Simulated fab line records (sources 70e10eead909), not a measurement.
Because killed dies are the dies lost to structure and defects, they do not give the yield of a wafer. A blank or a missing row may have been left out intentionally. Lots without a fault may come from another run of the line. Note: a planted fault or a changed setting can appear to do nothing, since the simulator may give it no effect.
fab line records -- flow nand-harc
[record] lots = 14, wafers = 42, last-day = 32
route steps=1302 shown P_M2@331
lots that met no fault: from a run of the same line without faults
start-h: the number of hours between the record's first day and the start of the first shown wafer of the lot -- wait-h: hours since the lot's step before -- " repeats the value in the row above -- L1.1+2: a row that stands for several wafers -- - no value, or no start was given -- * or withheld: withheld -- < > ~ a bound
route shown NAME@n: NAME is a module with steps in the file, n the number in the route of the first one -- usual: mean/standard deviation of fault-free wafers -- same: alike in all rows -- chamber/n: place in a boat -- sites: each site's reading -- _std_site: the values' standard deviation -- _edge_site: inner sites' mean taken away from outer sites' mean -- radius-mm: for every site, how far away it sits from the centre of the wafer -- mask NAME#n: copy n -- behind: the most recent tool/chamber to have shaped the wafer -- hold: why the lot was held/for how many hours/how that ended -- device: the transistor (n, p or np) that didn't switch -- end of line: the tests these same wafers got at the end of their route -- a step given without rows: its recipe and nothing more -- killed: dies that structure and defects cost at the first sort, which is not the same as the wafer's yield -- map: shows each die of a wafer: x if killed, . if not, _ if none is there
set.NAME: the setting as run; set.NAME@STEP: as run at that earlier step -- model.NAME: the simulator's own value behind a step, which no gauge read
steps of the route over a sample of lots; a table a step, a row a wafer
services: from which hour (start-h, from the record's first day; less than 0 if before it) a tool's chamber was out of use, for how many hours, and why
[[steps]]
[step NHARC_P_M2_DESCUM_14]
[recipe] time-s = 3, o2-flow-sccm = 200, ar-flow-sccm = 0, bias-power-w = 0, chemistry = O2
[usual] drypump-motor-current-A = 5.7/0.46, oes-product-au = 1.001/0.0088, rf-vpp-V = 57.8/0.83, showerhead-plenum-p-Torr = 1.94/0.088, throttle-valve-pct = 11.311/0.0088
lot.wafer,tool,chamber,start-h,wait-h,drypump-motor-current-A,oes-product-au,rf-hours-counter-h,rf-vpp-V,showerhead-plenum-p-Torr,throttle-valve-pct
L421.1,rie-diel-03,1,146.58,0.1,5.3,1.001,1.3,57.5,1.84,11.319
L421.2,rie-diel-03,2,146.58,0.1,5.9,1.005,1.1,56.8,1.79,11.306
L421.6,rie-diel-03,0,146.58,0.1,5.9,0.996,-,57.9,2.01,11.314
L420.4,rie-diel-03,3,147.05,0.1,5.6,1.016,1.3,59.2,1.93,11.312
L420.3,rie-diel-03,1,147.05,0.1,5.3,1.006,1.3,56.8,1.84,11.318
L420.6,rie-diel-03,2,147.05,0.1,5.9,1.000,-,57.6,1.79,11.298
L428.3,rie-diel-01,3,232.82,0.1,5.5,1.001,0.9,57.4,2.06,11.302
L428.1,rie-diel-01,1,232.82,0.1,5.6,0.992,0.5,57.7,1.83,11.297
L428.6,rie-diel-01,0,232.82,0.1,4.8,0.989,-,56.8,1.95,11.316
L430.1,rie-diel-01,0,240.79,0.1,4.8,1.000,0.8,57.6,1.95,11.299
L430.4,rie-diel-01,1,240.79,0.1,5.6,0.999,0.7,57.7,1.83,11.308
L430.2,rie-diel-01,2,240.79,0.1,6.2,1.003,0.9,58.9,1.88,11.313
L429.3,rie-diel-03,3,240.94,0.1,5.5,1.006,7.1,57.1,1.93,11.313
L429.4,rie-diel-03,1,240.94,0.1,5.2,0.991,6.9,58.3,1.84,11.302
L429.2,rie-diel-03,2,240.94,0.1,5.9,1.001,6.4,57.0,1.79,11.307
L431.2,rie-diel-01,2,254.59,0.1,6.2,0.993,1.8,57.6,1.88,11.323
L431.1,rie-diel-01,3,254.59,0.1,5.5,1.000,1.9,58.4,2.06,11.298
L431.6,rie-diel-01,1,254.59,0.1,5.6,0.995,-,55.7,1.83,11.318
L432.1,rie-diel-01,1,257.55,0.1,5.6,0.988,1.6,57.0,1.83,11.306
L432.6,rie-diel-01,1,257.55,0.1,5.6,0.997,-,58.2,1.83,11.294
L432.5,rie-diel-01,2,257.55,0.1,6.2,0.990,-,58.4,1.88,11.314
L434.4,rie-diel-01,1,277.14,0.1,5.6,0.989,3.4,57.0,1.83,11.320
L434.3,rie-diel-01,2,277.14,0.1,6.2,1.007,2.5,57.2,1.88,11.309
L434.5,rie-diel-01,2,277.14,0.1,6.2,1.001,-,58.3,1.88,11.319
L435.3,rie-diel-01,2,288.26,0.1,6.2,0.998,2.8,56.4,1.88,11.317
L435.2,rie-diel-01,1,288.26,0.1,5.6,0.999,3.6,56.2,1.83,11.315
L435.5,rie-diel-01,1,288.26,0.1,5.6,0.994,-,58.1,1.83,11.321
L436.4,rie-diel-01,1,301.47,0.1,5.6,0.993,4.2,58.1,1.83,11.309
L436.1,rie-diel-01,2,301.47,0.1,6.2,0.992,3.4,57.0,1.88,11.319
L436.6,rie-diel-01,1,301.47,0.1,5.6,1.002,-,58.0,1.83,11.312
L437.1,rie-diel-10,2,307.65,0.1,5.8,1.003,3.4,58.2,2.03,11.310
L437.3,rie-diel-10,0,307.65,0.1,5.5,1.002,3.5,57.8,1.91,11.310
L437.4,rie-diel-10,1,307.65,0.1,5.4,1.012,3.2,58.4,2.05,11.314
L438.3,rie-diel-01,3,318.00,0.1,5.5,1.009,5.1,58.7,2.06,11.309
L438.4,rie-diel-01,0,318.00,0.1,4.9,1.004,4.2,57.9,1.95,11.289
L438.1,rie-diel-01,1,318.00,0.1,5.6,0.993,4.6,58.0,1.82,11.303
L439.2,rie-diel-10,1,328.93,0.1,5.4,1.005,4.5,58.5,2.05,11.318
L439.5,rie-diel-10,2,328.93,0.1,5.8,0.999,-,57.7,2.03,11.316
L439.6,rie-diel-10,3,328.93,0.1,6.6,0.996,-,56.4,1.91,11.323
L440.3,rie-diel-01,2,343.83,0.1,6.2,0.998,5.3,57.3,1.88,11.322
L440.2,rie-diel-01,3,343.83,0.1,5.5,0.999,7.0,58.0,2.06,11.323
L440.1,rie-diel-01,0,343.83,0.1,4.8,1.002,5.9,58.0,1.95,11.314
[step NHARC_P_M2_ETCH_28]
[recipe] target-depth-a = 300, over-etch-frac = 0.3, time-s = 72.99, ion-energy-ev = 150, cf4-flow-sccm = 50, n2-flow-sccm = 100, ar-flow-sccm = 150, rf-w = 300, bias-w = 100, chemistry = CF4/N2
[usual] drypump-motor-current-A = 5.7/0.42, oes-product-au = 1.002/0.0086, rf-vpp-V = 314.7/2, showerhead-plenum-p-Torr = 2.66/0.11, throttle-valve-pct = 19.795/0.0088
lot.wafer,tool,chamber,start-h,wait-h,drypump-motor-current-A,oes-product-au,rf-hours-counter-h,rf-vpp-V,showerhead-plenum-p-Torr,throttle-valve-pct
L421.1,rie-diel-01,2,-,-,6.2,0.996,4.2,314.1,2.58,19.788
L421.2,rie-diel-01,3,-,-,5.5,1.005,4.3,317.5,2.82,19.796
L421.6,rie-diel-01,1,-,-,5.6,1.012,-,310.5,2.51,19.810
L420.4,rie-diel-10,0,-,-,5.5,0.995,5.0,314.0,2.62,19.791
L420.3,rie-diel-10,2,-,-,5.8,0.998,4.4,315.6,2.78,19.795
L420.6,rie-diel-10,1,-,-,5.4,1.010,-,317.5,2.80,19.780
L428.3,rie-diel-03,0,-,-,5.9,0.996,7.2,316.8,2.75,19.796
L428.1,rie-diel-03,1,-,-,5.2,0.988,6.8,312.2,2.53,19.803
L428.6,rie-diel-03,0,-,-,5.9,0.986,-,317.4,2.75,19.808
L430.1,rie-diel-01,2,-,-,6.2,1.003,1.0,313.0,2.58,19.794
L430.4,rie-diel-01,3,-,-,5.5,0.996,1.2,318.8,2.82,19.802
L430.2,rie-diel-01,0,-,-,4.9,0.995,1.0,316.0,2.67,19.799
L429.2,rie-diel-03,2,-,-,5.9,1.005,6.5,311.4,2.47,19.804
L429.4,rie-diel-03,3,-,-,5.5,1.011,7.2,314.6,2.64,19.788
L429.3,rie-diel-03,1,-,-,5.3,0.989,7.0,312.9,2.53,19.794
L431.1,rie-diel-01,0,-,-,4.9,1.000,1.8,315.1,2.67,19.772
L431.2,rie-diel-01,1,-,-,5.6,1.001,1.6,311.7,2.51,19.797
L431.6,rie-diel-01,3,-,-,5.5,1.002,-,318.8,2.82,19.798
L432.1,rie-diel-10,1,-,-,5.4,1.014,0.1,317.6,2.80,19.787
L432.5,rie-diel-10,1,-,-,5.5,1.012,-,316.7,2.80,19.791
L432.6,rie-diel-10,2,-,-,5.8,1.003,-,316.6,2.78,19.788
L434.3,rie-diel-10,1,-,-,5.4,1.010,1.7,316.6,2.80,19.779
L434.4,rie-diel-10,3,-,-,6.6,0.998,0.6,315.1,2.63,19.807
L434.5,rie-diel-10,1,-,-,5.4,1.008,-,318.0,2.80,19.787
L435.2,rie-diel-10,2,-,-,5.8,1.011,2.7,317.3,2.78,19.789
L435.3,rie-diel-10,0,-,-,5.5,1.005,2.3,313.9,2.62,19.798
L435.5,rie-diel-10,3,-,-,6.6,1.010,-,315.7,2.63,19.791
L436.1,rie-diel-10,0,-,-,5.5,1.001,3.0,313.8,2.62,19.797
L436.4,rie-diel-10,3,-,-,6.7,0.998,1.9,316.7,2.63,19.786
L436.6,rie-diel-10,0,-,-,5.5,0.997,-,315.1,2.62,19.804
L437.3,rie-diel-03,2,-,-,5.9,1.007,0.2,311.2,2.46,19.806
L437.4,rie-diel-03,0,-,-,5.9,1.009,0.2,315.5,2.74,19.787
L437.1,rie-diel-03,1,-,-,5.3,0.989,0.2,314.0,2.53,19.795
L438.3,rie-diel-10,1,-,-,5.4,1.015,4.4,317.3,2.80,19.789
L438.4,rie-diel-10,3,-,-,6.6,0.996,3.2,313.6,2.63,19.786
L438.1,rie-diel-10,0,-,-,5.5,0.999,4.3,314.4,2.62,19.795
L439.2,rie-diel-03,0,-,-,5.9,1.005,2.4,314.4,2.74,19.791
L439.6,rie-diel-03,2,-,-,5.9,1.006,-,311.8,2.46,19.790
L439.5,rie-diel-03,3,-,-,5.6,1.011,-,313.2,2.64,19.793
L440.1,rie-diel-03,0,-,-,5.9,0.997,3.5,316.3,2.74,19.788
L440.2,rie-diel-03,2,-,-,5.9,0.997,3.0,311.0,2.46,19.786
L440.3,rie-diel-03,3,-,-,5.5,1.008,3.1,314.9,2.64,19.787
[step NHARC_P_M2_CMP_23]
[recipe] t-overpolish-s = 20, target-thk-nm = 144.3
[usual] edge-zone-pressure-frac = 0.999/0.0044, motor-current-A = 12.0/0.91, slurry-filter-dp-kPa = 13.50/0.14, time-to-endpoint-s = 29.5/2.2
lot.wafer,tool,chamber,start-h,wait-h,edge-zone-pressure-frac,motor-current-A,slurry-filter-dp-kPa,time-to-endpoint-s
L421.1,cmp-02,0,148.66,-,1.005,13.4,13.52,30.7
L421.2,cmp-02,1,148.66,-,1.005,13.6,13.68,28.0
L421.6,cmp-02,1,148.66,-,1.005,13.0,13.50,27.7
L420.3,cmp-02,0,149.56,-,1.002,13.5,13.66,29.9
L420.4,cmp-02,1,149.56,-,1.006,13.6,13.51,26.2
L420.6,cmp-02,0,149.56,-,0.999,13.1,13.49,28.8
L428.1,cmp-03,0,234.97,-,0.997,13.1,13.65,29.6
L428.3,cmp-03,1,234.97,-,0.995,12.6,13.51,26.9
L428.6,cmp-03,0,234.97,-,0.997,13.9,13.60,30.9
L430.4,cmp-03,2,242.92,-,-,-,-,-
L430.2,cmp-03,3,242.92,-,-,-,-,-
L430.1,cmp-03,0,242.92,-,-,-,-,-
L429.3,cmp-02,0,243.15,-,-,-,-,-
L429.4,cmp-02,1,243.15,-,-,-,-,-
L429.2,cmp-02,2,243.15,-,-,-,-,-
L431.1,cmp-03,3,256.74,-,0.996,11.8,13.43,28.8
L431.2,cmp-03,1,256.74,-,0.995,12.1,13.33,29.6
L431.6,cmp-03,2,256.74,-,1.004,11.5,13.77,26.0
L432.1,cmp-02,1,259.74,-,0.995,13.7,13.41,31.7
L432.6,cmp-02,1,259.74,-,1.001,13.6,13.71,27.6
L432.5,cmp-02,2,259.74,-,1.002,12.3,13.51,31.7
L434.3,cmp-04,0,279.30,-,1.006,11.8,13.53,28.8
L434.4,cmp-04,1,279.30,-,0.996,11.2,13.72,29.8
L434.5,cmp-04,2,279.30,-,1.006,11.6,13.50,28.1
L435.2,cmp-03,0,290.42,-,0.997,13.3,13.45,35.5
L435.3,cmp-03,2,290.42,-,1.004,12.0,13.45,28.8
L435.5,cmp-03,1,290.42,-,1.000,12.8,13.38,29.4
L436.4,cmp-03,2,303.60,-,0.993,11.7,13.72,29.3
L436.1,cmp-03,0,303.60,-,1.002,12.9,13.90,32.4
L436.6,cmp-03,2,303.60,-,0.987,12.3,13.71,28.7
L437.3,cmp-02,1,309.78,-,1.001,13.0,13.32,29.8
L437.4,cmp-02,2,309.78,-,0.993,11.9,13.80,32.0
L437.1,cmp-02,3,309.78,-,0.991,11.5,13.58,27.8
L438.4,cmp-04,1,320.11,-,0.999,11.3,13.58,32.7
L438.1,cmp-04,3,320.11,-,1.002,11.2,13.42,29.9
L438.3,cmp-04,0,320.11,-,0.995,11.1,13.47,33.4
L439.2,cmp-04,1,331.05,-,1.003,11.9,13.25,32.8
L439.5,cmp-04,1,331.05,-,1.001,12.0,13.41,32.3
L439.6,cmp-04,2,331.05,-,0.998,11.6,13.50,29.6
L440.1,cmp-04,2,345.93,-,1.002,12.1,13.35,27.9
L440.2,cmp-04,3,345.93,-,1.001,11.6,13.42,25.9
L440.3,cmp-04,0,345.93,-,0.993,11.4,13.68,25.4
[step NHARC_P_M2_THK_MEAS_24]
[recipe] thk-meas-gauge = xrf
[usual] thk-nm = 144.7/1.4
lot.wafer,tool,chamber,start-h,wait-h,thk-nm
L421.1,film-metro-02,-,148.98,-,147.7
L421.2,film-metro-02,-,148.98,-,143.6
L421.6,film-metro-02,-,148.98,-,145.6
L420.3,film-metro-01,-,149.88,-,144.0
L420.4,film-metro-01,-,149.88,-,143.4
L420.6,film-metro-01,-,149.88,-,145.4
L428.1,film-metro-02,-,235.25,-,143.9
L428.3,film-metro-02,-,235.25,-,143.9
L428.6,film-metro-02,-,235.25,-,145.0
L430.1,film-metro-02,-,243.20,0.2,403.5
L430.2,film-metro-02,-,243.20,0.2,397.9
L430.4,film-metro-02,-,243.20,0.2,404.7
L429.2,film-metro-01,-,243.47,0.2,398.8
L429.3,film-metro-01,-,243.47,0.2,391.8
L429.4,film-metro-01,-,243.47,0.2,396.4
L431.1,film-metro-01,-,257.03,-,145.2
L431.2,film-metro-01,-,257.03,-,146.0
L431.6,film-metro-01,-,257.03,-,145.2
L432.1,film-metro-01,-,260.06,-,142.1
L432.5,film-metro-01,-,260.06,-,144.3
L432.6,film-metro-01,-,260.06,-,143.4
L434.3,film-metro-02,-,279.56,-,144.8
L434.4,film-metro-02,-,279.56,-,144.9
L434.5,film-metro-02,-,279.56,-,143.6
L435.2,film-metro-01,-,290.73,-,144.9
L435.3,film-metro-01,-,290.73,-,143.8
L435.5,film-metro-01,-,290.73,-,143.0
L436.1,film-metro-02,-,303.91,-,146.1
L436.4,film-metro-02,-,303.91,-,147.5
L436.6,film-metro-02,-,303.91,-,144.2
L437.1,film-metro-02,-,310.09,-,143.0
L437.3,film-metro-02,-,310.09,-,141.9
L437.4,film-metro-02,-,310.09,-,145.3
L438.1,film-metro-02,-,320.42,-,145.6
L438.3,film-metro-02,-,320.42,-,145.3
L438.4,film-metro-02,-,320.42,-,143.6
L439.2,film-metro-02,-,331.37,-,146.2
L439.5,film-metro-02,-,331.37,-,145.7
L439.6,film-metro-02,-,331.37,-,146.5
L440.1,film-metro-02,-,346.24,-,144.7
L440.2,film-metro-02,-,346.24,-,146.1
L440.3,film-metro-02,-,346.24,-,144.3
[step NHARC_P_M2_INSPECT_27]
[usual] raw-defect-count = 323/120
lot.wafer,tool,chamber,start-h,wait-h,raw-defect-count
L421.1,defect-inspect-01,-,149.14,0.0,308
L421.2,defect-inspect-01,-,149.14,0.0,356
L421.6,defect-inspect-01,-,149.14,0.0,371
L420.3,defect-inspect-01,-,150.03,0.0,348
L420.4,defect-inspect-01,-,150.03,0.0,282
L420.6,defect-inspect-01,-,150.03,0.0,426
L428.1,defect-inspect-02,-,235.41,0.0,327
L428.3,defect-inspect-02,-,235.41,0.0,223
L428.6,defect-inspect-02,-,235.41,0.0,344
L430.1,defect-inspect-02,-,243.36,0.0,192
L430.2,defect-inspect-02,-,243.36,0.0,201
L430.4,defect-inspect-02,-,243.36,0.0,202
L429.2,defect-inspect-01,-,243.64,0.0,488
L429.3,defect-inspect-01,-,243.64,0.0,346
L429.4,defect-inspect-01,-,243.64,0.0,262
L431.1,defect-inspect-01,-,257.19,0.0,270
L431.2,defect-inspect-01,-,257.19,0.0,279
L431.6,defect-inspect-01,-,257.19,0.0,257
L432.1,defect-inspect-01,-,260.23,0.1,316
L432.5,defect-inspect-01,-,260.23,0.1,262
L432.6,defect-inspect-01,-,260.23,0.1,233
L434.3,defect-inspect-02,-,279.72,0.0,380
L434.4,defect-inspect-02,-,279.72,0.0,351
L434.5,defect-inspect-02,-,279.72,0.0,227
L435.2,defect-inspect-02,-,290.89,0.0,229
L435.3,defect-inspect-02,-,290.89,0.0,226
L435.5,defect-inspect-02,-,290.89,0.0,227
L436.1,defect-inspect-01,-,304.07,0.0,146
L436.4,defect-inspect-01,-,304.07,0.0,263
L436.6,defect-inspect-01,-,304.07,0.0,166
L437.1,defect-inspect-01,-,310.25,0.0,394
L437.3,defect-inspect-01,-,310.25,0.0,337
L437.4,defect-inspect-01,-,310.25,0.0,388
L438.1,defect-inspect-02,-,320.58,0.0,322
L438.3,defect-inspect-02,-,320.58,0.0,438
L438.4,defect-inspect-02,-,320.58,0.0,341
L439.2,defect-inspect-01,-,331.52,0.0,287
L439.5,defect-inspect-01,-,331.52,0.0,175
L439.6,defect-inspect-01,-,331.52,0.0,336
L440.1,defect-inspect-02,-,346.40,0.0,254
L440.2,defect-inspect-02,-,346.40,0.0,207
L440.3,defect-inspect-02,-,346.40,0.0,348
[[services]]
tool,chamber,start-h,hours,kind
rie-diel-03,0,127.64,4.9,repair
cmp-02,-,134.50,4.0,pm
rie-diel-10,0,161.55,5.6,repair
cmp-03,-,162.79,4.0,pm
cmp-04,-,170.47,2.0,repair
rie-diel-03,2,191.92,6.5,repair
rie-diel-01,-,203.80,9.0,pm
cmp-04,-,209.00,4.0,pm
rie-diel-03,3,209.51,4.1,repair
cmp-02,-,212.42,1.0,repair
rie-diel-10,3,226.91,15.0,repair
cmp-02,-,232.53,4.0,pm
rie-diel-10,-,242.50,9.0,pm
cmp-04,-,244.11,1.4,repair
cmp-03,-,260.79,4.0,pm
rie-diel-10,3,261.20,6.9,repair
rie-diel-01,2,265.61,4.7,repair
rie-diel-10,1,274.67,2.5,repair
cmp-02,-,276.09,0.4,repair
rie-diel-01,0,278.31,18.7,repair
rie-diel-03,-,281.30,9.0,pm
rie-diel-10,0,327.28,13.7,repair
cmp-02,-,330.53,4.0,pm
rie-diel-03,3,331.06,2.2,repair
[[key]]
[first-sign] step = NHARC_P_M2_CMP_23, reading = tool-record, direction = missing
[effect] step = NHARC_P_M2_THK_MEAS_24, reading = thk-nm, direction = up, sigmas = 99+, usual = 144.7, struck = 398.9
met-at NHARC_P_M2_CMP_23
struck-lots L429,L430
later-rows-left-out L429.2,L429.3,L429.4,L430.1,L430.2,L430.4
sort-left-out L429.2,L429.3,L429.4,L430.1,L430.2,L430.4
not-acting-at NHARC_P_M2_DESCUM_14,NHARC_P_M2_ETCH_28,NHARC_P_M2_INSPECT_27
onset-between 234.97 242.92
[fault] kind = skipped-step-whole, tool = cmp-02,cmp-03, chamber = -, onset-h = 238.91, steps = NHARC_P_M2_CMP_23, scope = struck-lots-only
// sort-left-out: the simulated sort isn't trusted on such a fault, so these wafers' sort isn't shown, and their yield isn't known
// later-rows-left-out: the simulator's readings of these wafers behind a module that went badly wrong aren't trusted and aren't shown, but for the sort
